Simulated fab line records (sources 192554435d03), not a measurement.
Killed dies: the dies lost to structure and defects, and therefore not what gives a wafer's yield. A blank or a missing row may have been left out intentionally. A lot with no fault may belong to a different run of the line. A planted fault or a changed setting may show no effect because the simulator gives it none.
fab line records	flow n5Finfet
[record] lots = 3	wafers = 9	lastDay = 20
route steps=1938 shown DUMMY_GATE@225 SPACER0@258 SD_EPI_N@262 SD_ACTIVATION@334 BEOL_M4@1111 PASSIVATION@1936
lots untouched by any fault: they come from a run of this same line in which no faults occurred
startH: start of the lot's first displayed wafer, in hours after the record's first day	waitH: hours from the lot's prior step to this one	" identical to the entry in the row above	L1.1+2: one row covering several wafers at once	- no value, or no start was given	* or withheld: withheld	< > ~ a bound
route shown NAME@n: a module of which the file shows steps, and the number in the route of the first	usual: average and standard deviation across the fault-free wafers	same: alike in all rows	chamber/n: place in a boat	sites: the reading at each site	_std_site: their standard deviation	_edge_site: inner sites' mean taken away from outer sites' mean	radiusMm: for every site, how far away it sits from the centre of the wafer	mask NAME#n: copy n	behind: the tool/chamber that last shaped the wafer	hold: why the lot went on hold/how many hours it stayed there/how the hold came to an end	device: whichever transistor did not switch (one of n, p or np)	end of line: the same wafers' tests at the end of the route	where a step has no rows: the recipe by itself	killed: dies lost to structure and defects at the first sort, not the wafer's yield	map: the dies of a wafer, with x for killed, . for not killed, _ for no die there
set.NAME: the run value of the setting; set.NAME@STEP: its run value at that earlier step	model.NAME: the simulator's own value behind a step, which no gauge read
lots at some steps of the route; a table a step, a row a wafer
services: from which hour (startH, from the record's first day; less than 0 if before it) a tool's chamber was out of use, for how many hours, and why
[[steps]]
[step N5_DUMMY_GATE_COAT_09]
[recipe] resist = CAR-EUV	spinRpm = 1500	resistThkNm = 30
[step N5_DUMMY_GATE_EBR_11]
[recipe] solvent = PGMEA	ebrWidthMm = 1.5
[step N5_DUMMY_GATE_SOFTBAKE_10]
[recipe] tempC = 110	timeS = 60	resist = CAR-EUV
[step N5_DUMMY_GATE_EXPOSE_12]
[recipe] maskId = GATE	na = 0.33	sourceShape = annular	sigmaInner = 0.2	sigmaOuter = 0.6	polarization = unpolarized	targetCdNm = 25	doseMj = 34
[step N5_DUMMY_GATE_PEB_13]
[recipe] pebTempC = 100	pebTimeS = 60	resist = CAR-EUV
[step N5_DUMMY_GATE_DEVELOP_14]
[recipe] developTimeS = 30	developer = TMAH	resist = CAR-EUV	rinseLiquid = surfactantRinse	dry = airSpin	devTempC = 23
[step N5_DUMMY_GATE_DESCUM_20]
[recipe] chemistry = O2	timeS = 6.2	sourcePowerW = 50	biasPowerW = 20	pressureMtorr = 20	rfFrequencyHz = 2.712e+07	tempC = 40	resist = CAR-EUV	o2FlowSccm = 225
[step N5_DUMMY_GATE_ETCH_29]
[recipe] chemistry = N2/H2	target = underlayer	targetDepthA = 130	ionEnergyEv = 200	pressureMtorr = 30	sourceW = 840	biasW = 150	n2FlowSccm = 200	h2FlowSccm = 200
[step N5_DUMMY_GATE_ETCH_36]
[recipe] chemistry = CF4	target = SiARC	targetDepthA = 130	pressureMtorr = 40	sourceW = 545	biasW = 36	Ar_flow_sccm = 100	cf4FlowSccm = 100	ionEnergyEv = 80
[step N5_DUMMY_GATE_ETCH_37]
[recipe] chemistry = N2/H2	target = SOC	targetDepthA = 600	overetchA = 300	tempC = 40	ionEnergyEv = 200	pressureMtorr = 30	sourceW = 840	biasW = 150	n2FlowSccm = 200	h2FlowSccm = 200
[usual] drypumpMotorCurrentA = 5.7/0.33	n2FlowSccm = 200.1/0.57	oesProductAu = 0.63/0.062	rfVppV = 524/3	showerheadPlenumPTorr = 2.55/0.11	throttleValvePct = 17.7/0.31
lot.wafer	tool	chamber	startH	waitH	drypumpMotorCurrentA	n2FlowSccm	oesProductAu	rfHoursCounterH	rfVppV	showerheadPlenumPTorr	throttleValvePct
L374.1	rieDiel-02	1	67.41	0.0	5.4	199.8	0.63	102	522	2.47	17.6
L374.2	"	2	"	"	5.7	200.6	0.63	111	517	2.33	17.6
L374.4	"	2	"	"	5.7	200.2	0.63	-	518	2.33	17.6
L390.2	rieDiel-02	2	159.27	0.0	5.7	200.7	0.62	130	520	2.32	17.6
L390.3	"	1	"	"	5.4	199.6	0.62	120	522	2.47	17.7
L390.4	"	0	"	"	5.8	199.6	0.54	232	522	2.53	18.4
L394.3	rieDiel-06	3	185.16	0.0	5.4	200.1	0.71	27	522	2.47	17.5
L394.5	"	1	"	"	5.5	200.5	0.55	-	525	2.61	17.8
L394.6	"	0	"	"	6.2	201.0	0.64	-	524	2.54	17.3
[step N5_DUMMY_GATE_STRIP_38]
[recipe] chemistry = N2/H2	tempC = 40	n2FlowSccm = 200	h2FlowSccm = 200	rfFrequencyHz = 6e+07
[step N5_DUMMY_GATE_STRIP_39]
[recipe] chemistry = N2/H2	tempC = 40	n2FlowSccm = 200	h2FlowSccm = 200	rfFrequencyHz = 6e+07
[step N5_DUMMY_GATE_TRIM_49]
[recipe] chemistry = O2	resist = SOC	timeS = 29	targetCdNm = 14	sourcePowerW = 300	biasPowerW = 0	O2_flow_sccm = 100	tempC = 20
[step N5_DUMMY_GATE_STRIP_40]
[recipe] chemistry = CF4	resist = SiARC	powerW = 300	biasPowerW = 75	pressureMtorr = 50	cf4FlowSccm = 150	rfFrequencyHz = 6e+07
[step N5_DUMMY_GATE_ETCH_31]
[recipe] chemistry = C4F6/O2	target = SiO2	maskMaterial = SOC	targetDepthA = 825	timeS = 27.5	ionEnergyEv = 250	pressureMtorr = 30	sourceW = 345	biasW = 185	Ar_flow_sccm = 300	C4F6_flow_sccm = 10	O2_flow_sccm = 10
[step N5_DUMMY_GATE_STRIP_41]
[recipe] chemistry = O2	powerW = 400	tempC = 40	pressureMtorr = 30	rfFrequencyHz = 6e+07	biasPowerW = 0	overashFraction = 0.3	o2FlowSccm = 225
[step N5_DUMMY_GATE_HM_OPEN_21]
[recipe] chemistry = CH3F/O2	target = SiNx	targetDepthA = 1200	Ar_flow_sccm = 150	CH3F_flow_sccm = 30	O2_flow_sccm = 23	timeS = 171.4	pressureMtorr = 30	sourceW = 395	biasW = 73	ionEnergyEv = 120.7
[step N5_DUMMY_GATE_ETCH_32]
[recipe] chemistry = CF4	target = SiO2	targetDepthA = 35	timeS = 3.9	ionEnergyEv = 350	pressureMtorr = 10	icpW = 800	biasW = 400	cf4FlowSccm = 80
[step N5_DUMMY_GATE_ETCH_23]
[recipe] chemistry = HBr/Cl2/O2	HBr_flow_sccm = 150	Cl2_flow_sccm = 80	O2_flow_sccm = 12	biasW = 102	targetDepthA = 410	timeS = 22.3	target = poly-Si	maskMaterial = SiO2	pressureMtorr = 10	icpW = 800
[step N5_DUMMY_GATE_ETCH_44]
[recipe] chemistry = HBr/O2	overEtchFrac = 0.7	targetDepthA = 1275	stopOn = SiO2	ionEnergyEv = 60	biasW = 20	target = poly-Si	maskMaterial = SiO2	pressureMtorr = 20	icpW = 400	HBr_flow_sccm = 120	O2_flow_sccm = 10
[step N5_DUMMY_GATE_ETCH_42]
[recipe] chemistry = CHF3/O2	target = SiO2	targetDepthA = 35	timeS = 31	ionEnergyEv = 30	biasW = 12	pressureMtorr = 30	sourceW = 600	Ar_flow_sccm = 200	CHF3_flow_sccm = 50	O2_flow_sccm = 5
[step N5_DUMMY_GATE_STRIP_48]
[recipe] chemistry = N2/H2	timeS = 20	powerW = 100	tempC = 40	pressureMtorr = 100	rfFrequencyHz = 6e+07	biasPowerW = 3	n2FlowSccm = 300	h2FlowSccm = 300
[step N5_DUMMY_GATE_PRECLEAN_33]
[recipe] chemistry = dHF	timeS = 10	dilution = 750:1	tempC = 25
[step N5_DUMMY_GATE_PRECLEAN_25]
[recipe] chemistry = O3/DIW	timeS = 45	tempC = 22	o3Ppm = 10
[step N5_DUMMY_GATE_PRECLEAN_51]
[recipe] chemistry = SC2	timeS = 45	tempC = 35	mix = 1:1:50
[step N5_DUMMY_GATE_SRD_26]
[recipe] dry = ipaMarangoni	timeS = 30	tempC = 23	rinseLiquid = diw
[step N5_DUMMY_GATE_UV_OZONE_45]
[recipe] timeS = 120	pressureTorr = 760	tempC = 25
[step N5_DUMMY_GATE_INSPECT_27]
[recipe] inspectInstrument = brightfield	mode = aei
[usual] rawDefectCount = 301/77
lot.wafer	tool	chamber	startH	waitH	rawDefectCount
L374.1	defectInspect-01	-	68.42	0.0	332
L374.2	"	-	"	"	218
L374.4	"	-	"	"	320
L390.2	defectInspect-02	-	160.30	0.0	354
L390.3	"	-	"	"	625
L390.4	"	-	"	"	267
L394.3	defectInspect-01	-	186.17	0.0	453
L394.5	"	-	"	"	362
L394.6	"	-	"	"	291
[step N5_SPACER0_ALD_07]
[recipe] material = SiNx	targetThkA = 20	tempC = 400	aldPrecursorFamily = SiH2I2	aldCoReactant = N2/H2-plasma	pressureTorr = 2
[step N5_SPACER0_ALD_00]
[recipe] material = SiOCN	targetThkA = 35	tempC = 400	aldPrecursorFamily = alkyl-aminosilane	aldCoReactant = O2/N2-plasma	pulseTimeS = 3	purgeTimeS = 2	coReactantPurgeTimeS = 2	aldCycles = 58	pressureTorr = 2
[step N5_SPACER0_ALD_08]
[recipe] material = SiNx	targetThkA = 20	tempC = 400	aldPrecursorFamily = SiH2I2	aldCoReactant = N2/H2-plasma	pressureTorr = 2
[step N5_SPACER0_INSPECT_04]
[recipe] inspectInstrument = darkfield	mode = postDep
[usual] rawDefectCount = 131/31
lot.wafer	tool	chamber	startH	waitH	rawDefectCount
L374.1	defectInspect-01	-	69.94	0.1	130
L374.2	"	-	"	"	113
L374.4	"	-	"	"	135
L390.2	defectInspect-01	-	160.90	0.1	142
L390.3	"	-	"	"	414
L390.4	"	-	"	"	101
L394.3	defectInspect-02	-	186.98	0.1	211
L394.5	"	-	"	"	152
L394.6	"	-	"	"	121
[step N5_SD_EPI_N_COAT_32]
[recipe] resist = SOC	tempC = 250	timeS = 60	spinRpm = 1500	resistThkNm = 350
[step N5_SD_EPI_N_COAT_33]
[recipe] resist = SiARC	tempC = 220	timeS = 60	spinRpm = 1500	resistThkNm = 35
[step N5_SD_EPI_N_COAT_03]
[recipe] resist = CAR-ArF-block	spinRpm = 1500	resistThkNm = 150
[step N5_SD_EPI_N_EBR_05]
[recipe] solvent = PGMEA	ebrWidthMm = 1.5
[step N5_SD_EPI_N_SOFTBAKE_04]
[recipe] tempC = 110	timeS = 60	resist = CAR-ArF-block
[step N5_SD_EPI_N_INSPECT_11]
[recipe] mode = adi	inspectInstrument = macro
[usual] rawDefectCount = 2.1/1.4
lot.wafer	tool	chamber	startH	waitH	rawDefectCount
L374.1	defectInspect-02	-	70.39	0.0	4
L374.2	"	-	"	"	1
L374.4	"	-	"	"	3
L390.2	defectInspect-01	-	161.36	0.0	3
L390.3	"	-	"	"	>300
L390.4	"	-	"	"	3
L394.3	defectInspect-01	-	187.31	0.0	1
L394.5	"	-	"	"	1
L394.6	"	-	"	"	5
[step N5_SD_EPI_N_INSPECT_26]
[recipe] inspectInstrument = darkfield	mode = postEpi
[usual] rawDefectCount = 196/39
lot.wafer	tool	chamber	startH	waitH	rawDefectCount
L374.1	defectInspect-01	-	74.43	0.1	217
L374.2	"	-	"	"	170
L374.4	"	-	"	"	211
L390.2	defectInspect-01	-	165.60	0.1	175
L390.3	"	-	"	"	470
L390.4	"	-	"	"	174
L394.3	defectInspect-02	-	191.29	0.1	254
L394.5	"	-	"	"	217
L394.6	"	-	"	"	204
[step N5_SD_ACTIVATION_INSPECT_02]
[recipe] inspectInstrument = darkfield	mode = postAnneal
[usual] rawDefectCount = 176/34
lot.wafer	tool	chamber	startH	waitH	rawDefectCount
L374.1	defectInspect-01	-	79.30	0.2	212
L374.2	"	-	"	"	167
L374.4	"	-	"	"	179
L390.2	defectInspect-01	-	170.57	0.1	175
L390.3	"	-	"	"	460
L390.4	"	-	"	"	138
L394.3	defectInspect-01	-	196.78	0.1	216
L394.5	"	-	"	"	156
L394.6	"	-	"	"	165
[step N5_BEOL_M4_RC_MEAS_101]
[usual] DIBL_N = 37.1/2.6	DIBL_P = 38/3	IOFF_N = 0.18/0.052	IOFF_P = 0.25/0.06	ION_N = 678/15	ION_P = 467/8.6	SS_N = 71.7/0.73	SS_P = 73.7/0.89	VT_N = 249/4.3	VT_P = -248/3.8
lot.wafer	tool	chamber	startH	waitH	DIBL_N[mV/V]	DIBL_P[mV/V]	IOFF_N[nA/um]	IOFF_P[nA/um]	ION_N[uA/um]	ION_P[uA/um]	SS_N[mV/dec]	SS_P[mV/dec]	VT_N[mV]	VT_P[mV]
L374.1	prober-01	0	257.42	0.4	34.8	35	0.14	0.21	678	470	71.3	73.5	251	-249
L374.2	"	0	"	"	35.0	36	0.14	0.25	658	462	71.2	73.7	250	-244
L374.4	"	0	"	"	37.5	37	0.18	0.25	675	458	72.8	74.1	248	-247
L390.2	prober-01	0	348.81	0.2	38.7	41	0.21	0.26	686	463	72.1	74.4	248	-248
L390.3	"	0	"	"	38.3	40	0.20	0.23	684	463	71.8	74.2	245	-250
L390.4	"	0	"	"	34.2	37	0.13	0.20	666	464	70.8	72.9	253	-252
L394.3	prober-02	0	375.66	0.3	38.1	39	0.22	0.27	683	469	72.4	74.3	245	-249
L394.5	"	0	"	"	37.7	40	0.22	0.29	690	468	72.2	74.0	245	-247
L394.6	"	0	"	"	40.0	42	0.27	0.34	699	472	72.8	74.7	242	-242
[step N5_PASSIVATION_PROBE_49]
[usual] defectLimitedYield = 91.4/1.4	killed_at_M0_to_M3 = 34/9.1	killed_at_M4_up = 14/5.2	killedAtContacts = 12/6.4	killedAtFrontEnd = 38/11	killedAtOther = 3.7/2.8	killedDies = 102/17	killedOnRim = 14/3.9	killedOpen = 68/13	killedShort = 32/7.8	sort_bin_5_function = 5.1/1	sort_bin_6_memory = 3.2/0.66	sortNPass = 1076/19	sortYieldPct = 91.2/1.6
[same] grossDies = 1180	killedAtBackSide = 0	sort_bin_4_leakage[%] = 0	sort_bin_8_speed[%] = 0
lot.wafer	tool	chamber	startH	waitH	defectLimitedYield[%]	killed_at_M0_to_M3	killed_at_M4_up	killedAtContacts	killedAtFrontEnd	killedAtOther	killedDies	killedOnRim	killedOpen	killedShort	sort_bin_5_function[%]	sort_bin_6_memory[%]	sortNPass	sortYieldPct[%]
L390.2	prober-01	-	450.93	0.1	89.4	45	17	20	39	4	125	18	77	48	6.5	3.6	1055	89.4
L390.3	prober-01	-	450.98	0.1	83.6	46	5	10	130	3	194	17	54	40	10.7	4.4	986	83.6
L390.4	prober-01	-	451.03	0.2	89.2	42	18	13	52	2	127	14	88	37	7.0	3.4	1053	89.2
L394.3	prober-01	-	477.25	0.1	90.8	40	18	17	30	4	109	15	81	24	6.1	3.1	1071	90.8
L394.5	prober-01	-	477.35	0.2	89.7	34	23	28	31	6	122	15	81	40	6.2	3.6	1058	89.7
L394.6	prober-01	-	477.40	0.3	91.6	33	15	11	33	7	99	16	68	26	5.7	2.3	1081	91.6
// killed by level:class
L390.2 FIN_SAQP:geometricParticle:short=15 MOL_CONTACT_COAG:geometricParticle:open=13 BEOL_M3:geometricParticle:open=10 BEOL_M4:geometricParticle:open=8 BEOL_M2:geometricParticle:open=8 MOL_CONTACT_COAG:geometricParticle:short=7 BEOL_M0_SAQP:geometricParticle:open=7 BEOL_M0_SAQP:geometricParticle:short=6
L390.3 DUMMY_GATE:unspecified=100 BEOL_M0_SAQP:geometricParticle:short=14 FIN_SAQP:geometricParticle:short=10 MOL_CONTACT_COAG:geometricParticle:open=10 BEOL_M3:geometricParticle:open=9 BEOL_M0_SAQP:geometricParticle:open=6 BEOL_M1:geometricParticle:open=6 FIN_SAQP:geometricParticle:open=5
L390.4 MOL_CONTACT_COAG:geometricParticle:open=13 BEOL_M2:geometricParticle:open=12 DUMMY_GATE:geometricParticle:open=10 FIN_SAQP:geometricParticle:open=9 FIN_SAQP:geometricParticle:short=9 BEOL_M0_SAQP:geometricParticle:open=8 BEOL_M3:geometricParticle:open=8 BEOL_M4:geometricParticle:open=8
L394.3 MOL_CONTACT_COAG:geometricParticle:open=14 STI_FIN_REVEAL:geometricParticle:open=10 BEOL_M1:geometricParticle:open=9 BEOL_M2:geometricParticle:open=9 BEOL_M4:geometricParticle:open=7 FIN_SAQP:geometricParticle:open=6 BEOL_M0_SAQP:geometricParticle:open=5 BEOL_M0_SAQP:geometricParticle:short=5
L394.5 MOL_CONTACT_COAG:geometricParticle:open=22 BEOL_M3:geometricParticle:open=11 BEOL_M0_SAQP:geometricParticle:short=7 BEOL_M0:geometricParticle:open=7 BEOL_M4:geometricParticle:open=7 STI_FIN_REVEAL:geometricParticle:open=6 MOL_CONTACT_COAG:geometricParticle:short=6 FIN_SAQP:geometricParticle:open=5
L394.6 FIN_SAQP:geometricParticle:open=12 MOL_CONTACT_COAG:geometricParticle:open=9 BEOL_M3:geometricParticle:open=9 BEOL_M0_SAQP:geometricParticle:open=8 STI_FIN_REVEAL:geometricParticle:open=7 BEOL_M0_SAQP:geometricParticle:short=5 BEOL_M1:geometricParticle:open=5 BEOL_M4:geometricParticle:open=5
// map L390.3 (x killed, . not)
_________________x..x.......x________________
______________.........x........_____________
___________....x...................__________
__________................x.......x._________
________.....x........................_______
_______..x......x...x..................______
______.....x......x....x....x....x......_____
_____...............................x....____
____..xx...........x..x...x...x...........___
___.....x..............x...........x......x__
___.x................xxx..xx.xxxx......x...__
__..........x......x..x.xxxxxxxx............_
__...................x.xxx.xxxxx............_
_..................x.xxxxxxxxxxx..x.x.x......
_x..........x..x...x.xxxxxxxxxxxxx.......x...
_.................x.xxxxxxxxxxxx......x....xx
_.........x..........xxxxxxxxxx...x..........
_........x.....x.....x.xxxxxxxxx......x......
_........x.x.........xx.xxxxxxx..............
_x.............x..x......xxx.x.x..xx.........
_.............x...x.....x.x.x........x.......
__....................x..........x.........x_
__...x.................x...................._
___...........x...........................x__
___........x........x.xx..x................__
____..........x......................xx...___
_____........x.................x.x.......____
______..............x....x............x._____
_______x.............x...x..........x..______
________.x...................x........_______
__________....xx...................._________
___________....................x...__________
______________...xxx...........x_____________
_________________....x.......________________
// map L374.2 (x killed, . not)
_________________............________________
______________x....x.......x...._____________
___________......x..x........x.....__________
__________.............x.....x.....x_________
________........x...x................._______
_______......x...........x.............______
______...................x.............._____
_____...........................x.x.....x____
____................x....x................___
___...x..........x...................x....x__
___.....x.........................x.....x..__
__....................................x....._
__.x....................x......x.x.......xx._
_..x........................x................
_...x........................................
_.x......................x.x.....x.x.........
_.........................x.....x............
_..xx............x....x......................
_..x...x.........x..x....xx...x.....x......x.
_........x........x..........................
_.x.x....x.........x........x....x......x....
__...........x.....x........x..............x_
__.......................x..............x..._
___..........x................x............__
___...x.....x........x...........x.x.......__
____..x.x................x........x....x..___
_____x...x....x..................x.......____
______..x..........................x...._____
_______...............................x______
________.........................x...._______
__________...x....x.....x.....x....._________
___________.....x...............x..__________
______________.......x........x._____________
_________________.....x......________________
[[services]]
tool	chamber	startH	hours	kind
rieDiel-06	2	51.91	-	clean
rieDiel-06	2	51.91	-	consumableReplace:focusRing
rieDiel-06	2	51.91	21.0	scheduledDown
rieDiel-06	2	51.91	21.0	ventCycle
rieDiel-02	0	58.65	9.9	repair
rieDiel-06	-	105.21	0.6	repair
rieDiel-02	1	124.87	2.3	repair
[[key]]
[firstSign] step = N5_DUMMY_GATE_INSPECT_27	reading = rawDefectCount	direction = up	sigmas = 4.2	usual = 301	struck = 625
[effect] step = N5_SPACER0_INSPECT_04	reading = rawDefectCount	direction = up	sigmas = 9.1	usual = 131	struck = 414
[effect] step = N5_SD_EPI_N_INSPECT_11	reading = rawDefectCount	direction = up	sigmas = 99+	usual = 2.1	struck = >300
[effect] step = N5_SD_EPI_N_INSPECT_26	reading = rawDefectCount	direction = up	sigmas = 7.1	usual = 196	struck = 470
[effect] step = N5_SD_ACTIVATION_INSPECT_02	reading = rawDefectCount	direction = up	sigmas = 8.3	usual = 176	struck = 460
[effect] step = N5_PASSIVATION_PROBE_49	reading = killedAtFrontEnd	direction = up	sigmas = 8	usual = 38	struck = 130
[moreKillsBornAt] N5_DUMMY_GATE_ETCH_37@rieDiel-02 = 100
metAt N5_DUMMY_GATE_ETCH_37
struckWafers L390.3
onsetBetween 67.41 159.27
[fault] kind = chamberParticleSource	tool = rieDiel-02	chamber = 1	onsetH = 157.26	steps = N5_DUMMY_GATE_ETCH_37	ratePerVisitCm2 = 0.48372	endH = 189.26
